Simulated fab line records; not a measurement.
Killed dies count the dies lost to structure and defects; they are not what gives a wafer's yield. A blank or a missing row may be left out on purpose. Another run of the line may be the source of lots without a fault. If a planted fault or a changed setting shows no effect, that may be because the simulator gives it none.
The same fault as seen by 2 desks -- flow nand_harc -- only its own numbers are on each desk; what lay behind them is given at the end

== THE METROLOGY DESK ==
What the gauges read, lot by lot, whatever tool the lot ran on: means of the sampled wafers that have a number. The brackets show how far a lot's mean lies from the usual mean; more than 4 standard deviations puts the lot out of limits, marked OUT.
Columns: A = cd_nm at NHARC_A_ZERO_WELL_CD_MEAS_10, usual 2000.8 nm
lot,first seen here,A
L326,day 6 15:27,2000.6
L328,day 7 09:50,2000.3
L330,day 10 23:35,2000.0
L335,day 11 04:46,2000.1
L331,day 11 12:56,1999.1
L337,day 11 14:14,1999.3
L338,day 11 17:43,1999.8
L344,day 14 09:54,1999.7
L345,day 14 12:02,2002.4
L346,day 14 23:04,1999.9
L347,day 15 19:44,1999.8
L348,day 16 01:28,2000.0
L349,day 16 06:18,2002.2
This desk's verdict: no lot among the 13 shows anything out of limits.

== DESK OF THE TOOL OWNER: litho_track-03 ==
The tool's own readings at NHARC_A_ZERO_WELL_SOFTBAKE_05 (time 70 s): means of the sampled wafers that have a number, for each lot that ran on this tool. The brackets show how far a lot's mean lies from the usual mean; more than 4 standard deviations puts the lot out of limits, marked OUT.
Columns: A = heater_power_total_W at NHARC_A_ZERO_WELL_SOFTBAKE_05, usual 201.0 W; B = plate_temp_C at NHARC_A_ZERO_WELL_SOFTBAKE_05, usual 125.00 C
lot,first seen here,A,B
L331,day 11 12:00,206.9 (+4.5) OUT,-
L337,day 11 13:00,202.7,125.03
L338,day 11 17:00,200.3,125.29
L344,day 14 09:00,202.2,125.10
L347,day 15 19:00,200.7,125.09
L349,day 16 05:00,201.6,124.99
This desk's finding: out of limits on L331; first on L331, day 11 12:00 (heater_power_total_W at NHARC_A_ZERO_WELL_SOFTBAKE_05). L337, L338, L344, L347, L349 stayed within limits.

== PUT TOGETHER ==
The tool owner's desk could have raised an alarm at day 11 12:00, on L331.
The metrology desk saw nothing out of limits.
The metrology desk holds a record of L331, inside its limits.
All the named lots went through NHARC_A_ZERO_WELL_SOFTBAKE_05 on litho_track-03.

== WHAT THE SIMULATOR PUT IN ==
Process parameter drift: litho_track-03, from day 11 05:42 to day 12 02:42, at NHARC_A_ZERO_WELL_SOFTBAKE_05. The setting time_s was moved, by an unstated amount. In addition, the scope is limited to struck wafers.
Shown lots that were struck: L331.
How many hours passed from the start of the fault until each desk's first out-of-limits reading: the tool owner's desk, 6.
